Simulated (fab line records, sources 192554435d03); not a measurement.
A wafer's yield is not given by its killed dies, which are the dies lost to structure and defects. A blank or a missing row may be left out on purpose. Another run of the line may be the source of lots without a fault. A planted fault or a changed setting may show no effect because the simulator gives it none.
The tool behind it: which one? -- flow n5-finfet -- 27 wafers sampled from 9 lots at 1 step of a route of 1938

== WHAT THE GAUGES READ, wafer by wafer ==
N5_SDB_THK_MEAS_31.
lot,measured,on,SDB_THK (nm)
L364,day 4 06:14,film-metro-02,65.4 65.7 65.9
L365,day 4 18:25,film-metro-01,64.9 64.7 65.0
L367,day 4 23:59,film-metro-01,64.7 63.3 65.8
L371,day 5 22:41,film-metro-02,65.7 65.2 63.8
L378,day 7 14:04,film-metro-01,62.0 64.4 65.1
L379,day 8 04:09,film-metro-01,65.6 62.7 62.8
L382,day 9 00:38,film-metro-01,66.6 64.5 67.2
L383,day 9 04:16,film-metro-01,61.7 63.1 60.7
L384,day 9 07:55,film-metro-01,65.4 66.7 64.8

== TOOL THAT RAN EACH LOT (tool first, then ch and the chambers of the sampled wafers, then the start) ==
The record holds no process step before these readings.

== THE ANSWER, worked out from the rows above alone ==
Rule: what is usual is taken from the lots themselves. Put in order of their means at a reading, lots are off if they are a third of the lots or fewer, leave a main group of 4 or more, and stand apart from it by a gap of 3 or more times the standard deviation of the main group's means; of several such gaps the widest counts. A main group whose means are all the same, to the digits that the tables above print for the reading, isn't used. A lot without any number at a reading at which 4 lots or more have one is off too. The other lots that the step has rows for count as sound.
None of the lots is off at any reading shown; this tells nothing.

== WHAT WAS PUT IN BY THE SIMULATOR ==
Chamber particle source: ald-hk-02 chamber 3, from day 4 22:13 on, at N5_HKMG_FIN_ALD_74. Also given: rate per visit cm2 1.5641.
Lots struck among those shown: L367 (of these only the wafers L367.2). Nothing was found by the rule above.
